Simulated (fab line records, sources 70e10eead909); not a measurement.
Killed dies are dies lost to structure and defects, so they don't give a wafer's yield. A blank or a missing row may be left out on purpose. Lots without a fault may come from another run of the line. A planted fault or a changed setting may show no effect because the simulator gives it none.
Chamber matching | flow nand_harc | NHARC_A_M0_STRIP_18 on rie_diel-08: 4 sister chambers
The step strips in N2/H2. 8 wafers are shown with their chamber, then 10 later ones without.

WAFERS WITH THEIR CHAMBER
wafer  | chamber | showerhead_plenum_p_Torr (Torr) | drypump_motor_current_A (A)
L088.6 | 0       | 2.02                            | 6.3
L087.1 | 1       | 1.90                            | 5.9
L087.4 | 2       | 1.96                            | 5.4
L093.3 | 1       | 1.90                            | 6.0
L093.5 | 3       | 2.04                            | 5.7
L093.6 | 2       | 1.96                            | 5.3
L094.1 | 0       | 2.01                            | 6.3
L094.2 | 3       | 2.04                            | 5.7

WAFERS WITHOUT THEIR CHAMBER
wafer  | showerhead_plenum_p_Torr (Torr) | drypump_motor_current_A (A)
L094.6 | 2.04                            | 5.7
L092.1 | 2.04                            | 5.7
L092.3 | 1.96                            | 5.3
L092.4 | 1.90                            | 5.9
L095.3 | 2.04                            | 5.6
L095.5 | 2.01                            | 6.3
L095.6 | 1.90                            | 6.0
L097.1 | 1.90                            | 6.0
L097.2 | 1.96                            | 5.3
L097.4 | 2.01                            | 6.3

WHICH CHAMBER EACH WENT THROUGH
wafer  | from the rows above | in truth
L094.6 | 3                   | 3
L092.1 | 3                   | 3
L092.3 | 2                   | 2
L092.4 | 1                   | 1
L095.3 | 3                   | 3
L095.5 | 0                   | 0
L095.6 | 1                   | 1
L097.1 | 1                   | 1
L097.2 | 2                   | 2
L097.4 | 0                   | 0
Placed correctly: 10 of 10. Can't be placed from these rows: 0. Placed wrongly: 0.
How it was worked out, from the rows above alone: a wafer's distance from a chamber is the root of the sum, over the readings, of the square of ((its reading less the chamber's mean) divided by the reading's scatter). The wafer belongs to the nearest chamber; if the next one is less than 2 further off, it can't be placed. A chamber's mean is the mean of its shown wafers. The scatter: the root of (the sum of the squares of (reading less its chamber's mean) over the shown wafers, divided by (wafers less chambers)).
